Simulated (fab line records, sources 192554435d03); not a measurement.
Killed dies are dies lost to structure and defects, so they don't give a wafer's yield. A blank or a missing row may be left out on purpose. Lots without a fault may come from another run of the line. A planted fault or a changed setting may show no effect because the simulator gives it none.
Which tool did it? | flow n5_finfet | 24 lots, 72 wafers sampled, at 5 steps of a route of 1938

WHAT THE GAUGES READ, wafer by wafer
N5_BEOL_M12_THK_MEAS_50: measures by xrf. Usual: M12_THK 317 nm, standard deviation 6.8.
lot  | measured     | on            | M12_THK (nm) | flag
L076 | day 11 01:55 | film_metro-02 | 317 331 321  |
L075 | day 11 07:48 | film_metro-02 | 317 325 329  |
L074 | day 11 08:20 | film_metro-01 | 312 314 321  |
L077 | day 11 12:30 | film_metro-02 | 321 328 328  |
L078 | day 12 05:59 | film_metro-01 | 310 309 319  |
L080 | day 12 06:15 | film_metro-01 | 309 318 309  |
L079 | day 12 08:30 | film_metro-01 | 318 310 313  |
L081 | day 12 19:47 | film_metro-02 | 311 315 316  |
L083 | day 13 11:52 | film_metro-01 | 310 315 307  |
L084 | day 13 12:08 | film_metro-01 | 311 319 309  |
L082 | day 13 12:35 | film_metro-01 | 316 310 312  |
L085 | day 14 00:37 | film_metro-02 | 307 308 310  |
L086 | day 14 20:28 | film_metro-01 | 302 329 314  |
L087 | day 14 20:44 | film_metro-02 | 317 319 313  |
L089 | day 15 14:08 | film_metro-01 | 332 332 320  |
L088 | day 15 14:34 | film_metro-01 | 317 317 315  |
L093 | day 15 22:54 | film_metro-02 | 321 331 333  |
L090 | day 15 23:49 | film_metro-01 | 318 313 319  |
L091 | day 16 04:47 | film_metro-01 | 308 310 312  |
L092 | day 16 07:15 | film_metro-01 | 308 329 312  |
L094 | day 16 13:20 | film_metro-02 | 326 323 325  |
L095 | day 16 14:26 | film_metro-02 | 317 314 321  |
L097 | day 17 09:34 | film_metro-02 | 317 324 318  |
L096 | day 17 11:03 | film_metro-02 | 319 318 321  |

N5_BEOL_M13_OVL_MEAS_29. Usual: M13_OVL 0 nm, standard deviation 5.4.
lot  | measured     | on         | M13_OVL (nm) | flag
L076 | day 11 03:40 | overlay-01 | 9 7 11       |
L075 | day 11 09:28 | overlay-01 | 0 5 -1       |
L074 | day 11 10:13 | overlay-01 | -2 -3 -3     |
L077 | day 11 14:22 | overlay-02 | 5 9 5        |
L078 | day 12 07:38 | overlay-02 | -1 7 8       |
L080 | day 12 08:01 | overlay-01 | -14 -7 -8    |
L079 | day 12 10:14 | overlay-02 | -3 -10 3     |
L081 | day 12 21:46 | overlay-01 | -2 6 9       |
L083 | day 13 13:43 | overlay-02 | -2 -1 0      |
L084 | day 13 13:57 | overlay-01 | -2 4 1       |
L082 | day 13 14:28 | overlay-02 | -8 -3 -1     |
L085 | day 14 02:23 | overlay-02 | -4 -2 -4     |
L086 | day 14 22:13 | overlay-01 | -5 -1 0      |
L087 | day 14 22:36 | overlay-02 | 5 -2 0       |
L089 | day 15 15:52 | overlay-01 | 5 2 5        |
L088 | day 15 16:26 | overlay-02 | -4 -7 -3     |
L093 | day 16 00:46 | overlay-02 | -5 1 5       |
L090 | day 16 01:46 | overlay-01 | 3 -1 -1      |
L091 | day 16 06:41 | overlay-02 | -1 -6 -6     |
L092 | day 16 08:52 | overlay-02 | 9 -6 -7      |
L094 | day 16 15:05 | overlay-02 | -11 -5 -7    |
L095 | day 16 16:16 | overlay-01 | -5 8 -1      |
L097 | day 17 11:40 | overlay-01 | 3 -1 3       |
L096 | day 17 12:54 | overlay-01 | -1 4 6       |

WHICH TOOL RAN EACH LOT (tool, then ch and the chambers of the sampled wafers, then the start)
lot  | N5_BEOL_M12_STRIP_64                 | N5_BEOL_M12_DEGAS_41         | N5_BEOL_M12_SPUTTER_43
L076 | plasma_asher-02 ch 0,1, day 10 22:52 | pvd_sputter-03, day 11 00:43 | pvd_sputter-03, day 11 00:47
L075 | plasma_asher-01 ch 0,1, day 11 01:28 | pvd_sputter-02, day 11 06:34 | pvd_sputter-02, day 11 06:39
L074 | plasma_asher-02 ch 0,1, day 11 02:32 | pvd_sputter-03, day 11 07:09 | pvd_sputter-03, day 11 07:14
L077 | plasma_asher-01 ch 0,1, day 11 09:16 | pvd_sputter-03, day 11 11:24 | pvd_sputter-03, day 11 11:29
L078 | plasma_asher-01 ch 0,1, day 11 19:48 | pvd_sputter-03, day 12 00:33 | pvd_sputter-03, day 12 00:38
L080 | plasma_asher-02 ch 0,1, day 11 21:19 | pvd_sputter-03, day 12 00:52 | pvd_sputter-03, day 12 00:57
L079 | plasma_asher-02 ch 0,1, day 12 01:43 | pvd_sputter-02, day 12 03:18 | pvd_sputter-02, day 12 03:23
L081 | plasma_asher-02 ch 0,1, day 12 12:28 | pvd_sputter-03, day 12 15:31 | pvd_sputter-03, day 12 15:36
L083 | plasma_asher-01 ch 0,1, day 13 05:43 | pvd_sputter-03, day 13 10:28 | pvd_sputter-03, day 13 10:33
L084 | plasma_asher-02 ch 0,1, day 13 07:02 | pvd_sputter-01, day 13 10:41 | pvd_sputter-01, day 13 10:46
L082 | plasma_asher-02 ch 0,1, day 13 07:12 | pvd_sputter-03, day 13 10:50 | pvd_sputter-03, day 13 10:55
L085 | plasma_asher-01 ch 1, day 13 14:48   | pvd_sputter-01, day 13 20:11 | pvd_sputter-01, day 13 20:16
L086 | plasma_asher-02 ch 0,1, day 14 10:16 | pvd_sputter-02, day 14 19:22 | pvd_sputter-02, day 14 19:27
L087 | plasma_asher-02 ch 0,1, day 14 16:23 | pvd_sputter-01, day 14 19:35 | pvd_sputter-01, day 14 19:40
L089 | plasma_asher-02 ch 0,1, day 15 11:03 | pvd_sputter-02, day 15 13:02 | pvd_sputter-02, day 15 13:07
L088 | plasma_asher-01 ch 0,1, day 15 11:41 | pvd_sputter-02, day 15 13:23 | pvd_sputter-02, day 15 13:28
L093 | plasma_asher-02 ch 0,1, day 15 19:32 | pvd_sputter-02, day 15 21:46 | pvd_sputter-02, day 15 21:51
L090 | plasma_asher-02 ch 1, day 15 20:07   | pvd_sputter-02, day 15 22:33 | pvd_sputter-02, day 15 22:38
L091 | plasma_asher-01 ch 0,1, day 15 20:55 | pvd_sputter-03, day 16 03:22 | pvd_sputter-03, day 16 03:26
L092 | plasma_asher-02 ch 0,1, day 15 21:53 | pvd_sputter-01, day 16 06:05 | pvd_sputter-01, day 16 06:10
L094 | plasma_asher-02 ch 0,1, day 16 08:02 | pvd_sputter-03, day 16 12:13 | pvd_sputter-03, day 16 12:18
L095 | plasma_asher-01 ch 0,1, day 16 10:43 | pvd_sputter-02, day 16 13:21 | pvd_sputter-02, day 16 13:26
L097 | plasma_asher-02 ch 0,1, day 17 02:25 | pvd_sputter-03, day 17 08:28 | pvd_sputter-03, day 17 08:33
L096 | plasma_asher-02 ch 0,1, day 17 03:31 | pvd_sputter-03, day 17 09:45 | pvd_sputter-03, day 17 09:50
- N5_BEOL_M12_STRIP_64: strips in N2/H2.
- N5_BEOL_M12_DEGAS_41: time 60 s.
- N5_BEOL_M12_SPUTTER_43: material TaN, target thk 15 nm, time 24.19 s.

WHAT THE TOOLS THEMSELVES READ (means of the sampled wafers that have a number; where no wafer has one, the mark that the record gives instead)
N5_BEOL_M12_STRIP_64. Usual: drypump_motor_current_A 5.85 A, standard deviation 0.16; heater_power_w 348 W, standard deviation 49; oes_product_au 0.715 a.u., standard deviation 0.0043; strip_time_to_endpoint_s 31.31 s, standard deviation 0.072.
lot  | tool            | drypump_motor_current_A (A) | heater_power_w (W) | oes_product_au (a.u.) | strip_time_to_endpoint_s (s) | flag
L076 | plasma_asher-02 | 5.86                        | 369                | 0.716                 | 31.35                        |
L075 | plasma_asher-01 | 5.97                        | 323                | 0.715                 | 31.34                        |
L074 | plasma_asher-02 | 5.73                        | 336                | 0.715                 | 31.37                        |
L077 | plasma_asher-01 | 5.97                        | 364                | 0.713                 | 31.34                        |
L078 | plasma_asher-01 | 5.98                        | 363                | 0.719                 | 31.27                        |
L080 | plasma_asher-02 | 5.85                        | 364                | 0.717                 | 31.40                        |
L079 | plasma_asher-02 | 5.74                        | 338                | 0.715                 | 31.27                        |
L081 | plasma_asher-02 | 5.83                        | 362                | 0.710                 | 31.31                        |
L083 | plasma_asher-01 | 6.02                        | 358                | 0.717                 | 31.34                        |
L084 | plasma_asher-02 | 5.74                        | 338                | 0.711                 | 31.21                        |
L082 | plasma_asher-02 | 5.84                        | 368                | 0.715                 | 31.29                        |
L085 | plasma_asher-01 | 5.96                        | 282                | 0.716                 | 31.26                        |
L086 | plasma_asher-02 | 5.74                        | 334                | 0.713                 | 31.31                        |
L087 | plasma_asher-02 | 5.75                        | 335                | 0.716                 | 31.27                        |
L089 | plasma_asher-02 | 5.73                        | 337                | 0.713                 | 31.37                        |
L088 | plasma_asher-01 | 5.96                        | 318                | 0.711                 | 31.24                        |
L093 | plasma_asher-02 | 5.84                        | 367                | 0.717                 | 31.28                        |
L090 | plasma_asher-02 | 5.96                        | 391                | 0.714                 | 31.36                        |
L091 | plasma_asher-01 | 5.99                        | 324                | 0.715                 | 31.22                        |
L092 | plasma_asher-02 | 5.84                        | 365                | 0.714                 | 31.28                        |
L094 | plasma_asher-02 | 5.84                        | 365                | 0.717                 | 31.41                        |
L095 | plasma_asher-01 | 6.01                        | 366                | 0.714                 | 31.19                        |
L097 | plasma_asher-02 | 5.84                        | 372                | 0.717                 | 31.30                        |
L096 | plasma_asher-02 | 5.77                        | 339                | 0.715                 | 31.44                        |

N5_BEOL_M12_DEGAS_41. Usual: heater_power_w 367 W, standard deviation 36.
lot  | tool           | heater_power_w (W) | flag
L076 | pvd_sputter-03 | 368                |
L075 | pvd_sputter-02 | 398                |
L074 | pvd_sputter-03 | 351                |
L077 | pvd_sputter-03 | 379                |
L078 | pvd_sputter-03 | 346                |
L080 | pvd_sputter-03 | 356                |
L079 | pvd_sputter-02 | 365                |
L081 | pvd_sputter-03 | 370                |
L083 | pvd_sputter-03 | 335                |
L084 | pvd_sputter-01 | 344                |
L082 | pvd_sputter-03 | 369                |
L085 | pvd_sputter-01 | 387                |
L086 | pvd_sputter-02 | 374                |
L087 | pvd_sputter-01 | 399                |
L089 | pvd_sputter-02 | 383                |
L088 | pvd_sputter-02 | 384                |
L093 | pvd_sputter-02 | 344                |
L090 | pvd_sputter-02 | 383                |
L091 | pvd_sputter-03 | 329                |
L092 | pvd_sputter-01 | 394                |
L094 | pvd_sputter-03 | 348                |
L095 | pvd_sputter-02 | 399                |
L097 | pvd_sputter-03 | 352                |
L096 | pvd_sputter-03 | 353                |

N5_BEOL_M12_SPUTTER_43. Usual: throttle_valve_pct 30.2 %, standard deviation 0.81.
lot  | tool           | throttle_valve_pct (%) | flag
L076 | pvd_sputter-03 | 31.0                   |
L075 | pvd_sputter-02 | 29.9                   |
L074 | pvd_sputter-03 | 30.6                   |
L077 | pvd_sputter-03 | 30.4                   |
L078 | pvd_sputter-03 | 30.6                   |
L080 | pvd_sputter-03 | 30.0                   |
L079 | pvd_sputter-02 | 29.8                   |
L081 | pvd_sputter-03 | 30.9                   |
L083 | pvd_sputter-03 | 30.2                   |
L084 | pvd_sputter-01 | 28.8                   |
L082 | pvd_sputter-03 | 30.3                   |
L085 | pvd_sputter-01 | 29.8                   |
L086 | pvd_sputter-02 | 30.0                   |
L087 | pvd_sputter-01 | 29.8                   |
L089 | pvd_sputter-02 | 30.0                   |
L088 | pvd_sputter-02 | 30.0                   |
L093 | pvd_sputter-02 | 30.0                   |
L090 | pvd_sputter-02 | 30.0                   |
L091 | pvd_sputter-03 | 29.8                   |
L092 | pvd_sputter-01 | 29.8                   |
L094 | pvd_sputter-03 | 30.7                   |
L095 | pvd_sputter-02 | 30.1                   |
L097 | pvd_sputter-03 | 30.1                   |
L096 | pvd_sputter-03 | 29.9                   |

THE ANSWER, worked out from the rows above alone
Rule: a lot is off if the mean of its wafers that have a number lies more than 3 standard deviations from the usual mean. A lot without any number at a reading at which 4 lots or more have one is off too. The other lots that the step has rows for count as sound. The gauges are gone through in route order, then the tools' own readings, and for those a lot's mean is taken as printed above. The first step at which some lot is off is used, and at that step the reading that is off furthest; a lot without a number counts as furthest.
No lot is off at any reading shown: from this, nothing can be told.

WHAT THE SIMULATOR HAD PUT IN
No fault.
